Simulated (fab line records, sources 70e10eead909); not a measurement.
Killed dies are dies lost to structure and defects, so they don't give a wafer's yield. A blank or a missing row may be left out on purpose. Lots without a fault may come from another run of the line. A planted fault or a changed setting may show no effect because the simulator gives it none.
A struck lot beside a sound one | flow nand_harc | 18 steps out of a route of 1159
Sound: wafers L188.4, L188.5, L188.6. Struck: wafers L201.3, L201.5, L201.6. The cause comes at the end.
At each step with rows: each side's tool, then ch and its chambers, then its first start. Under that, the readings that differ: sound wafers | struck wafers | difference of the means | sigmas: that difference in standard deviations of wafers without a fault.
alike: readings whose means differ by less than 2 such deviations, and words and numbers that are the same on both sides. not compared: withheld readings, readings that some wafer has no value for, bounds like >300 that may hide the same value, and numbers for which the record gives no deviation and whose values overlap.
The two part at a step that has a row with sigmas, a row that says differs or no value, or rows on one side only. Numbers that don't overlap but have no deviation are shown without sigmas and don't part them. A reading that every wafer of one side lacks parts them only if that side has two wafers or more.

NHARC_P_M2_PRE_CLEAN_32: time 12 s.
  sound on pecvd-03 ch 0,1,2, day 6 15:52; struck on pecvd-04 ch 0,2, day 9 21:49
  alike: heater_power_w
NHARC_P_M2_DEP_33: deposits SiCN, target thk 30 nm.
  sound on pecvd-03 ch 0,1,2, day 6 16:02; struck on pecvd-04 ch 0,2, day 9 21:55
  alike: heater_power_w
NHARC_P_BONDPAD_DEP_00: deposits SiCN, target thk 250 nm.
  sound on pecvd-01 ch 0,1,2, day 6 16:34; struck on pecvd-03 ch 0,2, day 9 22:57
  alike: heater_power_w
NHARC_P_BONDPAD_CMP_32: polishes SiCN, target thk 200 nm.
  sound on cmp-02 ch 0,1, day 6 16:52; struck on cmp-03 ch 0,2,3, day 9 23:19
  alike: motor_current_A
  not compared: pad_life_wafers
NHARC_P_BONDPAD_THK_MEAS_33: measures by ellipsometry.
  sound on film_metro-01, day 6 17:05; struck on film_metro-01, day 9 23:31
  alike: thk_nm
then, 7 steps without rows for these wafers: NHARC_P_BONDPAD_SRD_34; NHARC_P_BONDPAD_DEHYDRATE_01 (time 120 s); NHARC_P_BONDPAD_HMDS_02 (time 30 s); NHARC_P_BONDPAD_COAT_36 (time 65 s); NHARC_P_BONDPAD_COAT_03 (resist thk 600 nm); NHARC_P_BONDPAD_SOFTBAKE_04 (time 70 s); NHARC_P_BONDPAD_EBR_05.
NHARC_P_BONDPAD_EXPOSE_06: exposes mask P BPAD.
  sound on krf_scanner-02 ch 0, day 6 17:23; struck on krf_scanner-02 ch 0, day 9 23:56
  reading              | sound             | struck            | difference | sigmas
  exposure_dose_mJ_cm2 | 37.06 37.01 36.99 | 58.81 58.79 58.81 | +21.78     | +99 or more
  alike: mask
then, 2 steps without rows for these wafers: NHARC_P_BONDPAD_PEB_07 (peb time 80 s); NHARC_P_BONDPAD_DEVELOP_08 (time 50 s).
NHARC_P_BONDPAD_CD_MEAS_09: target cd 500 nm.
  sound on cd_sem-01 ch 0, day 6 17:32; struck on cd_sem-03 ch 0, day 10 00:06
  reading    | sound             | struck            | difference | sigmas
  cd_nm (nm) | 499.1 500.5 500.9 | 518.3 517.0 520.3 | +18.4      | +8
NHARC_P_BONDPAD_OVL_MEAS_38:
  sound on overlay-01, day 6 17:37; struck on overlay-02, day 10 00:11
  reading           | sound | struck   | difference | sigmas
  overlay_x_nm (nm) | 3 3 3 | -9 -9 -9 | -12        | -2
  alike: overlay_y_nm
-- the record jumps here: 14 days lie between the struck wafers' starts before and after (it left off in module P_BONDPAD and takes up again in module END, whose first step shown is number 1159 of the route) --
NHARC_END_SORT_01:
  the record has rows for the struck wafers here (prober-02 ch 0, day 23 15:36) and none for the sound ones

WHERE THEY PART
First at NHARC_P_BONDPAD_EXPOSE_06; last, within this record, at NHARC_END_SORT_01.

WHY: what the simulator had put in
Process parameter drift: krf_scanner-02, from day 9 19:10 on, at NHARC_P_BONDPAD_EXPOSE_06. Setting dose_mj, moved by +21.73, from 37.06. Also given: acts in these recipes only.
